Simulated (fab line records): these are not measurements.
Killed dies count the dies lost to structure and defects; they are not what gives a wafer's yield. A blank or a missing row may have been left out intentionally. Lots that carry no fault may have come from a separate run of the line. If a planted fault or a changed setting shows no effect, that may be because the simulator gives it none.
Chamber matching + flow nand_harc + NHARC_P_M1_PRE_CLEAN_32 on pecvd-02 has 3 sister chambers
The step time 12 s. 3 wafers are shown with their chamber, then 10 later ones without.

EACH WAFER AND ITS CHAMBER
| wafer  | chamber | heater_power_w (W) |
|--------|---------|--------------------|
| L087.1 | 2       | 811                |
| L089.2 | 1       | 665                |
| L089.4 | 0       | 554                |

WAFERS WITHOUT THEIR CHAMBER
| wafer  | heater_power_w (W) |
|--------|--------------------|
| L089.5 | 682                |
| L090.2 | 600                |
| L090.3 | 574                |
| L090.6 | 764                |
| L088.2 | 621                |
| L088.3 | 613                |
| L088.6 | 598                |
| L095.1 | 548                |
| L095.4 | 554                |
| L095.6 | 656                |

EACH ONE'S CHAMBER
| wafer  | from the rows above     | in truth                   |
|--------|-------------------------|----------------------------|
| L089.5 | 1                       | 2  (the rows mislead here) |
| L090.2 | can't be placed: 0 or 1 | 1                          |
| L090.3 | 0                       | 0                          |
| L090.6 | can't be placed: 2 or 1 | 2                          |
| L088.2 | can't be placed: 1 or 0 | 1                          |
| L088.3 | can't be placed: 1 or 0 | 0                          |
| L088.6 | can't be placed: 0 or 1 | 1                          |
| L095.1 | 0                       | 0                          |
| L095.4 | 0                       | 0                          |
| L095.6 | 1                       | 1                          |
4 of 10 placed correctly. Can't be placed from these rows: 5 (the true chamber is among the candidates in 5). 1 placed wrongly.
How it was worked out, from the rows above alone: a wafer's distance from a chamber is the root of the sum, over the readings, of the square of ((its reading less the chamber's mean) divided by the reading's scatter). If the next closest chamber is less than 2 further off than the closest, the wafer can't be placed; otherwise it belongs to the closest. For every chamber, the mean is computed from those of its wafers that are shown. The scatter (one wafer shown for each chamber): square how far every hidden wafer sits from the nearest shown wafer, average those squares and take the square root.
